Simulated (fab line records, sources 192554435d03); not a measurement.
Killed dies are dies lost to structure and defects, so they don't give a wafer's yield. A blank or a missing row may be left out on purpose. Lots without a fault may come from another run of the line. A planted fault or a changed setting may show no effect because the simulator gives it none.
Split-lot experiment | flow n5_finfet | 7 lots, 21 wafers read, on a route of 1938 steps

THE SPLIT
At N5_BEOL_M1_COAT_05 (resist thk 30 nm), the setting spin_rpm was moved away from the recipe's 1500 rpm on 4 of the 21 wafers read, by -7.5% to +10.5%. The other wafers ran this setting at the recipe's value.

FROM THE SPLIT TO THE READING: what the file shows between them, 4 steps
- N5_BEOL_M1_EXPOSE_08: exposes mask M1 (also split here: dose_mj)
- N5_BEOL_M1_PEB_09: peb time 60 s
- N5_BEOL_M1_DEVELOP_10: develop time 30 s
- N5_BEOL_M1_CD_MEAS_11: target cd 17.05 nm

THE READING
CAR-EUV_of_BEOL_M1_COAT_05.thk_nm (the simulator's own value, which no gauge read), in nm, at N5_BEOL_M1_DESCUM_16 (chemistry O2, time 7 s). The file gives no usual value for it. The 17 wafers here that ran the recipe average 26.1 nm, standard deviation 0.14 nm.

wafer  | tool, chamber at the split | spin_rpm as run, rpm | against the recipe | CAR-EUV_of_BEOL_M1_COAT_05.thk_nm, nm | against lot-mates on the recipe
L080.1 | litho_track-03, 0          | 1500                 | recipe             | 25.8                                  | -
L080.4 | litho_track-03, 0          | 1500                 | recipe             | 26                                    | -
L080.6 | litho_track-03, 0          | 1500                 | recipe             | 26                                    | -
L081.3 | litho_track-05, 0          | 1500                 | recipe             | 26.2                                  | -
L081.5 | litho_track-05, 0          | 1500                 | recipe             | 26.2                                  | -
L081.4 | litho_track-05, 0          | 1388                 | -7.5%              | 27.4                                  | +1.2
L085.3 | litho_track-02, 0          | 1500                 | recipe             | 26.2                                  | -
L085.4 | litho_track-02, 0          | 1500                 | recipe             | 26.2                                  | -
L085.5 | litho_track-02, 0          | 1500                 | recipe             | 26.2                                  | -
L089.2 | litho_track-05, 0          | 1500                 | recipe             | 26                                    | -
L089.4 | litho_track-05, 0          | 1500                 | recipe             | 26                                    | -
L089.5 | litho_track-05, 0          | 1443                 | -3.8%              | 26.8                                  | +0.8
L092.1 | litho_track-02, 0          | 1500                 | recipe             | 26                                    | -
L092.4 | litho_track-02, 0          | 1500                 | recipe             | 26                                    | -
L092.6 | litho_track-02, 0          | 1658                 | +10.5%             | 24.6                                  | -1.4
L094.3 | litho_track-02, 0          | 1500                 | recipe             | 26.2                                  | -
L094.4 | litho_track-02, 0          | 1500                 | recipe             | 26.2                                  | -
L094.5 | litho_track-02, 0          | 1500                 | recipe             | 26.2                                  | -
L095.3 | litho_track-05, 0          | 1643                 | +9.5%              | 24.8                                  | -1.5
L095.4 | litho_track-05, 0          | 1500                 | recipe             | 26.2                                  | -
L095.5 | litho_track-05, 0          | 1500                 | recipe             | 26.4                                  | -

THE FIT
A straight line over all 21 wafers: CAR-EUV_of_BEOL_M1_COAT_05.thk_nm changes by -0.15 nm for each +1% of spin_rpm; r = -0.97; the points scatter about the line by 0.14 nm.
The same after taking each lot's own level away (the mean of its wafers on the recipe; 21 wafers): -0.152 nm for each +1%; r = -0.99; scatter 0.084 nm.
On that fit, the largest move of spin_rpm shifts the reading by 1.6 nm.
The lots' own levels span 25.93 to 26.30 nm, that is 2.7 times the standard deviation above.
So the lot-to-lot level changes the slope little: the two slopes agree.
Check: with one of the wafers moved furthest among these (+10.5%) left out of the fit, the line predicts -1.71 nm for it against its lot-mates. It came out at -1.4 nm against them.

OTHER SPLITS ON THESE WAFERS
These wafers also went through other splits before the reading. Each is held against what the fit with the lots' levels taken away leaves over:
other split on the same wafers          | wafers away from the commonest value | r with CAR-EUV_of_BEOL_M1_COAT_05.thk_nm (lot level and that fit taken away)
N5_MOL_CONTACT_COAG_COAT_76 spin_rpm    | 8                                    | +0.15
N5_MOL_CONTACT_COAG_VIA_ETCH_117 bias_w | 9                                    | +0.21
N5_BEOL_M0_SAQP_PEB_12 peb_time_s       | 6                                    | -0.11
N5_BEOL_M0_SAQP_ETCH_84 time_s          | 8                                    | -0.17
N5_BEOL_M0_CUTY_COAT_50 spin_rpm        | 8                                    | -0.07
N5_BEOL_M0_CUTY_ETCH_63 time_s          | 4                                    | -0.20
N5_BEOL_M1_EXPOSE_08 dose_mj            | 12                                   | +0.18

THE WHOLE CHAIN: every reading that the file lists as answering this split, in the file's order
step                 | what it does           | reading                                                                            | change (the file's fit)               | r (the file's)
N5_BEOL_M1_COAT_05   | resist thk 30 nm       | CAR-EUV_of_BEOL_M1_COAT_05.thk_nm (the simulator's own value, which no gauge read) | -0.142 nm for each +1% of the setting | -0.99
N5_BEOL_M1_DESCUM_16 | chemistry O2, time 7 s | CAR-EUV_of_BEOL_M1_COAT_05.thk_nm (the simulator's own value, which no gauge read) | -0.151 nm for each +1% of the setting | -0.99

THE FILE'S OWN FIT
CAR-EUV_of_BEOL_M1_COAT_05.thk_nm changes by -0.151 nm for each +1% of spin_rpm, r = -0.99.
